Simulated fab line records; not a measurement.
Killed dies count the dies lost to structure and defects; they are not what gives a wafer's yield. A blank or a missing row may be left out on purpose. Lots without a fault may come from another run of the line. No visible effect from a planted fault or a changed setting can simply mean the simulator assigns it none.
Split-lot study	flow n5 finfet	on a route of 1938 steps: 7 lots, 39 wafers read

== ON THE SPLIT ==
At N5_BEOL_M9_VIA_ETCH_34 (etches SiCOH lowk in C4F6/O2, target depth 182.4 nm, time 68.4 s), the setting target depth a was moved away from the recipe's 1824 angstrom on 15 of the 39 wafers read, by -40.1% to +36.1%. For the rest of the wafers, this setting stayed at what the recipe calls for.

The split's own step is where the reading is taken.

== THE READING ==
SOC_of_BEOL_M9_COAT_63.thk nm (the simulator's own value, which no gauge read), in nm, at N5_BEOL_M9_VIA_ETCH_34 (etches SiCOH lowk in C4F6/O2, target depth 182.4 nm, time 68.4 s). The file gives no usual value for it. Across the 24 wafers here that went through the recipe, the average is 50.9 nm and the standard deviation 0.35 nm.

wafer	tool, chamber at the split	target depth a as run, angstrom	against the recipe	SOC_of_BEOL_M9_COAT_63.thk nm, nm	against lot-mates on the recipe
L079.1	rie diel-04, 0	1824	recipe	51	-
L079.2	rie diel-04, 2	1824	recipe	51.4	-
L079.3	rie diel-04, 3	1824	recipe	51.2	-
L079.4	rie diel-04, 1	1824	recipe	51.2	-
L079.5	rie diel-04, 1	1824	recipe	51	-
L079.6	rie diel-04, 0	1824	recipe	50.8	-
L075.1	rie diel-01, 3	1824	recipe	51.6	-
L075.2	rie diel-01, 0	1824	recipe	50.6	-
L075.3	rie diel-01, 1	1824	recipe	50.8	-
L075.4	rie diel-01, 2	1093	-40.1%	54.6	+3.6
L075.5	rie diel-01, 3	1093	-40.1%	55	+4.0
L075.6	rie diel-01, 2	1093	-40.1%	54.6	+3.6
L082.1	rie diel-05, 2	2220	+21.7%	48.4	-2.2
L082.2	rie diel-05, 0	2220	+21.7%	49	-1.6
L082.3	rie diel-05, 1	1824	recipe	50.4	-
L082.4	rie diel-05, 3	1824	recipe	50.6	-
L082.5	rie diel-05, 0	1824	recipe	50.8	-
L082.6	rie diel-05, 3	2220	+21.7%	48.6	-2.0
L086.1	rie diel-04, 3	2482	+36.1%	47.6	-3.5
L086.2	rie diel-04, 2	2482	+36.1%	48.4	-2.7
L086.3	rie diel-04, 0	1824	recipe	51.4	-
L086.4	rie diel-04, 1	2482	+36.1%	48.2	-2.9
L086.5	rie diel-04, 3	1824	recipe	50.6	-
L086.6	rie diel-04, 0	1824	recipe	51.2	-
L084.1	rie diel-05, 0	2105	+15.4%	49.8	-1.0
L084.2	rie diel-05, 1	1824	recipe	50.6	-
L084.3	rie diel-05, 3	1824	recipe	51	-
L084.4	rie diel-05, 2	2105	+15.4%	49.4	-1.4
L084.5	rie diel-05, 2	1824	recipe	50.8	-
L084.6	rie diel-05, 1	2105	+15.4%	49.4	-1.4
L092.1	rie diel-04, 1	2266	+24.2%	49	-1.8
L092.2	rie diel-04, 2	1824	recipe	51.2	-
L092.3	rie diel-04, 3	2266	+24.2%	48	-2.8
L092.4	rie diel-04, 0	1824	recipe	51	-
L092.5	rie diel-04, 3	1824	recipe	50.2	-
L092.6	rie diel-04, 0	2266	+24.2%	49	-1.8
L097.1	rie diel-04, 3	1824	recipe	50.6	-
L097.2	rie diel-04, 2	1824	recipe	51.4	-
L097.6	rie diel-04, 3	1824	recipe	50.6	-

THE FIT
A straight line over all 39 wafers: SOC_of_BEOL_M9_COAT_63.thk nm changes by -0.0908 nm for each +1% of target depth a; r = -0.97; the points scatter about the line by 0.38 nm.
The same after taking each lot's own level away (the mean of its wafers on the recipe; 39 wafers): -0.0888 nm for each +1%; r = -0.98; scatter 0.32 nm.
According to that fit, moving target depth a by its largest amount changes the reading by 3.6 nm.
Measured against the standard deviation above, the lots' own levels, which go from 50.60 to 51.10 nm, span 1.4 times it.
Hence the lot-to-lot level has little effect on the slope; both slopes agree.
Check: +3.6 nm against its lot-mates is what the line predicts for one of the wafers moved furthest among these (-40.1%) when that wafer is left out of the fit. Against them it came out at +3.6 nm.

== THESE WAFERS: OTHER SPLITS ==
Note: prior to the reading, these wafers also went through further splits. Each is held against what the fit with the lots' levels taken away leaves over:
other split on the same wafers	wafers away from the commonest value	r with SOC_of_BEOL_M9_COAT_63.thk nm (lot level and that fit taken away)
N5_BEOL_M8_ILD_DEP_00 target thk a	9	+0.12

== THE WHOLE CHAIN: every reading that the file lists as answering this split, in the file's order ==
step	what it does	reading	change (the file's fit)	r (the file's)
N5_BEOL_M9_VIA_ETCH_34	etches SiCOH lowk in C4F6/O2, target depth 182.4 nm, time 68.4 s	etch.depth nm (the simulator's own value, which no gauge read)	+1.83 nm for each +1% of the setting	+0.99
N5_BEOL_M9_VIA_ETCH_34	etches SiCOH lowk in C4F6/O2, target depth 182.4 nm, time 68.4 s	SOC_of_BEOL_M9_COAT_63.thk nm (the simulator's own value, which no gauge read)	-0.0883 nm for each +1% of the setting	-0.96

== THE FILE'S OWN FIT ==
SOC_of_BEOL_M9_COAT_63.thk nm changes by -0.0883 nm for each +1% of target depth a, r = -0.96.
